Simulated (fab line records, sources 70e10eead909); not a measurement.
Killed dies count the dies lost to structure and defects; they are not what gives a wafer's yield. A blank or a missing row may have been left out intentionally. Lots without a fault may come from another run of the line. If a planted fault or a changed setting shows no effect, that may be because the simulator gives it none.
2 desks looking at one fault + flow nandHarc + numbers are kept per desk, each desk with only its own; the story behind them comes last

## DESK OF THE TOOL OWNER: pecvdOnon-03
The tool's own readings at NHARC_A_ONON_D2_DEP_12 (target thk 1000 nm): means of the sampled wafers that have a number, for each lot that ran on this tool. Marked OUT: a lot whose mean sits more than 4 standard deviations from the usual mean, which makes it out of limits; the brackets give that distance.
Columns: A = n2FlowSccm at NHARC_A_ONON_D2_DEP_12, usual 2750 sccm
| lot  | first seen here | A    |
|------|-----------------|------|
| L811 | day 13 09:28    | 2745 |
| L816 | day 15 21:52    | 2758 |
| L826 | day 19 12:41    | 2754 |
| L827 | day 19 21:22    | 2760 |
This desk's verdict: no lot among the 4 shows anything out of limits.

## THE METROLOGY DESK
Means of the sampled wafers that have a number, per lot and without regard to the tool the lot ran on: this is what the gauges read. Marked OUT: a lot whose mean sits more than 4 standard deviations from the usual mean, which makes it out of limits; the brackets give that distance.
Columns: A = thkNm at NHARC_A_ONON_D2_THK_MEAS_14, usual 1001 nm
| lot  | first seen here | A               |
|------|-----------------|-----------------|
| L809 | day 12 22:15    | 993             |
| L810 | day 13 09:49    | 1000            |
| L811 | day 13 09:49    | 1004            |
| L812 | day 13 21:57    | 1008            |
| L816 | day 15 22:24    | 1003            |
| L817 | day 16 04:08    | 986             |
| L819 | day 16 11:29    | 1004            |
| L822 | day 17 14:32    | 994             |
| L826 | day 19 13:12    | 1062 (+8.5) OUT |
| L827 | day 19 21:53    | 1052 (+7.1) OUT |
| L831 | day 21 16:43    | 1001            |
This desk finds L826, L827 out of limits, L826 being first, at day 19 13:12 (thkNm at NHARC_A_ONON_D2_THK_MEAS_14). L809, L810, L811, L812, L816, L817, L819, L822, L831: within limits.

## PUT TOGETHER
The metrology desk could have raised an alarm at day 19 13:12, on L826, L827.
The tool owner's desk saw nothing out of limits.
On record at the tool owner's desk: L826, L827, within its limits.
All the named lots went through NHARC_A_ONON_D2_DEP_12 on pecvdOnon-03.

## WHAT THE SIMULATOR HAD PUT IN
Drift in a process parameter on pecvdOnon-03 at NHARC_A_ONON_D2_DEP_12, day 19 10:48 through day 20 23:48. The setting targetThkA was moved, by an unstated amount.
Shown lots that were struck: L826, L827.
Delay in hours, fault start to first out-of-limits reading, per desk: metrology desk 2.
